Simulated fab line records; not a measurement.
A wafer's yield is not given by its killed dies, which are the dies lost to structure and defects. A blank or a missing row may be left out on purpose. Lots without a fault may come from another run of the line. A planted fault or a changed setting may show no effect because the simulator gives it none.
Shared-tool check | flow nandHarc | Lots sampled 3, wafers sampled 9

== WHAT PROMPTED THE OPENING ==
At NHARC_END_SORT_01 the reading killedAtArray is flagged on 3 of 3 lots. No-fault wafers: 46, standard deviation 16.
Rule: a lot gets a flag if all its wafers with a number sit over 4 standard deviations from that mean, or if no wafer of it has a number. As for the other lots, they are considered sound.

lot  | measured     | on        | killedAtArray, wafer by wafer | flag
L527 | day 27 03:20 | prober-02 | 671 674 677                   | FLAGGED
L528 | day 27 12:36 | prober-01 | 677 674 676                   | FLAGGED
L529 | day 27 19:12 | prober-02 | 676 676 675                   | FLAGGED
Average over the flagged lots: 675; offset from the usual +629, equal to +39 standard deviations.

== EACH LOT AND THE TOOL IT RAN ON ==
Before the reading, the record contains 4 process steps out of a 1302-step route. Every cell lists first the tool, next ch and the chambers used by the sampled wafers, and last the start.
lot  | flag    | NHARC_A_CHANNEL_FILL_D1_ETCHBACK_20 | NHARC_A_CHANNEL_FILL_D1_ALD_25  | NHARC_A_CHANNEL_FILL_D1_ETCHBACK_08          | NHARC_A_DECK1_JOINT_ETCHBACK_07
L527 | FLAGGED | rieDiel-04 ch 0,1, day 12 11:37     | aldHk-01 ch 0,1,3, day 13 02:28 | rieDiel-01 ch 1,3, day 13 13:52 or earlier   | rieSi-05 ch 0,1,3, day 13 13:52
L528 | FLAGGED | rieDiel-05 ch 0,1,2, day 12 11:37   | aldHk-02 ch 1,2,3, day 13 01:50 | rieDiel-04 ch 0,1,2, day 13 13:50 or earlier | rieSi-04 ch 0,1,2, day 13 13:50
L529 | FLAGGED | rieDiel-01 ch 1,3, day 12 18:07     | aldHk-03 ch 0,1,2, day 13 08:30 | rieDiel-04 ch 0,1,3, day 13 22:39            | rieSi-04 ch 1,2,3, day 14 05:02
What is done by these steps:
- NHARC_A_CHANNEL_FILL_D1_ETCHBACK_20: etches the open film in C4F8/O2/Ar, target depth 27 nm, time 13.5 s.
- NHARC_A_CHANNEL_FILL_D1_ALD_25: deposits SiOx, target thk 60 nm, pulse time 10 s, ald cycles 600.
- NHARC_A_CHANNEL_FILL_D1_ETCHBACK_08: etches the open film in C4F8, target depth 220 nm, time 110 s.
- NHARC_A_DECK1_JOINT_ETCHBACK_07: etches the open film in HBr, target depth 105 nm, time 26.9 s.
- NHARC_END_SORT_01

== FLAGGED OVER TOTAL, TOOL BY TOOL (the gauges that took the reading come last) ==
step                                | tool       | lots run | flagged | share of the flagged lots | sound lots run after its first flagged lot
NHARC_A_CHANNEL_FILL_D1_ETCHBACK_20 | rieDiel-01 | 1        | 1       | some                      | 0
NHARC_A_CHANNEL_FILL_D1_ETCHBACK_20 | rieDiel-04 | 1        | 1       | some                      | 0
NHARC_A_CHANNEL_FILL_D1_ETCHBACK_20 | rieDiel-05 | 1        | 1       | some                      | 0
NHARC_A_CHANNEL_FILL_D1_ALD_25      | aldHk-01   | 1        | 1       | some                      | 0
NHARC_A_CHANNEL_FILL_D1_ALD_25      | aldHk-02   | 1        | 1       | some                      | 0
NHARC_A_CHANNEL_FILL_D1_ALD_25      | aldHk-03   | 1        | 1       | some                      | 0
NHARC_A_CHANNEL_FILL_D1_ETCHBACK_08 | rieDiel-01 | 1        | 1       | some                      | 0
NHARC_A_CHANNEL_FILL_D1_ETCHBACK_08 | rieDiel-04 | 2        | 2       | some                      | 0
NHARC_A_DECK1_JOINT_ETCHBACK_07     | rieSi-04   | 2        | 2       | some                      | 0
NHARC_A_DECK1_JOINT_ETCHBACK_07     | rieSi-05   | 1        | 1       | some                      | 0
NHARC_END_SORT_01                   | prober-01  | 1        | 1       | some                      | 0
NHARC_END_SORT_01                   | prober-02  | 2        | 2       | some                      | 0
NHARC_A_CHANNEL_FILL_D1_ETCHBACK_08: start missing for some lots; hours and lot order therefore follow NHARC_A_DECK1_JOINT_ETCHBACK_07.

== THE TABLE: WHAT IT ALLOWS ==
No row of the table ran every flagged lot.

== WHAT HAD BEEN PUT IN BY THE SIMULATOR ==
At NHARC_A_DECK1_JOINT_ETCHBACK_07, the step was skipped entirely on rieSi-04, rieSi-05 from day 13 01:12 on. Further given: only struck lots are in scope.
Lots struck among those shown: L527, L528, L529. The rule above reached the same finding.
